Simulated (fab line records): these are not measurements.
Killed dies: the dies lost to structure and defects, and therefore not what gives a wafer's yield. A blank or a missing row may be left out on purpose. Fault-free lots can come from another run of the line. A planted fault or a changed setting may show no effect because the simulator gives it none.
Which tool did it? || flow nandHarc || 6 lots, 18 wafers sampled, at 3 steps of a route of 1159

== WHAT THE GAUGES READ, wafer by wafer ==
NHARC_P_GATE_CD_MEAS_59: target cd 720 nm.
{"lot": "L587", "measured": "day 5 22:59", "on": "cdSem-02", "cdNm (nm)": "718.5 719.8 719.5"}
{"lot": "L589", "measured": "day 6 21:05", "on": "cdSem-03", "cdNm (nm)": "719.6 717.5 718.9"}
{"lot": "L594", "measured": "day 7 13:58", "on": "cdSem-01", "cdNm (nm)": "720.0 720.0 719.6"}
{"lot": "L601", "measured": "day 9 13:41", "on": "cdSem-03", "cdNm (nm)": "717.6 720.7 718.7"}
{"lot": "L603", "measured": "day 10 03:50", "on": "cdSem-03", "cdNm (nm)": "718.7 719.8 719.9"}
{"lot": "L607", "measured": "day 10 17:26", "on": "cdSem-01", "cdNm (nm)": "718.3 716.0 718.6"}

== TOOL THAT RAN EACH LOT (tool first, then ch and the chambers of the sampled wafers, then the start) ==
{"lot": "L587", "NHARC_P_GATE_ALD_36": "aldSin-02 ch 0,2,3, day 5 11:53", "NHARC_P_GATE_EXPOSE_56": "krfScanner-01 ch 0, day 5 22:49"}
{"lot": "L589", "NHARC_P_GATE_ALD_36": "aldSin-01 ch 0,2,3, day 6 08:43", "NHARC_P_GATE_EXPOSE_56": "krfScanner-03 ch 0, day 6 20:55"}
{"lot": "L594", "NHARC_P_GATE_ALD_36": "aldSin-04 ch 0,3, day 7 02:28", "NHARC_P_GATE_EXPOSE_56": "krfScanner-02 ch 0, day 7 13:48"}
{"lot": "L601", "NHARC_P_GATE_ALD_36": "aldSin-02 ch 0,1,3, day 9 04:36", "NHARC_P_GATE_EXPOSE_56": "krfScanner-03 ch 0, day 9 13:32"}
{"lot": "L603", "NHARC_P_GATE_ALD_36": "aldSin-04 ch 2,3, day 9 16:19", "NHARC_P_GATE_EXPOSE_56": "krfScanner-02 ch 0, day 10 03:41"}
{"lot": "L607", "NHARC_P_GATE_ALD_36": "aldSin-02 ch 0,2,3, day 10 04:58", "NHARC_P_GATE_EXPOSE_56": "krfScanner-02 ch 0, day 10 17:16"}
- NHARC_P_GATE_ALD_36: deposits SiNx, target thk 20 nm, pulse time 60 s, ald cycles 223.
- NHARC_P_GATE_EXPOSE_56: exposes mask P PSD, target cd 720 nm.

== THE ANSWER, worked out from the rows above alone ==
Rule: the usual values come from the lots themselves. The widest of any qualifying gaps counts: lots, ordered by their means at a reading, are off when they make up no more than a third of the lots, leave a main group of 4 or more, and stand apart from it by 3 or more times the standard deviation of that group's means. Not used: any main group whose means are identical at the precision the tables above print for the reading. Also off: a lot with no number at a reading for which 4 or more lots have one. Where the step has rows for the other lots, those lots are counted as sound.
Nothing can be told from this: no lot is off at any reading shown.

== WHAT WAS PUT IN BY THE SIMULATOR ==
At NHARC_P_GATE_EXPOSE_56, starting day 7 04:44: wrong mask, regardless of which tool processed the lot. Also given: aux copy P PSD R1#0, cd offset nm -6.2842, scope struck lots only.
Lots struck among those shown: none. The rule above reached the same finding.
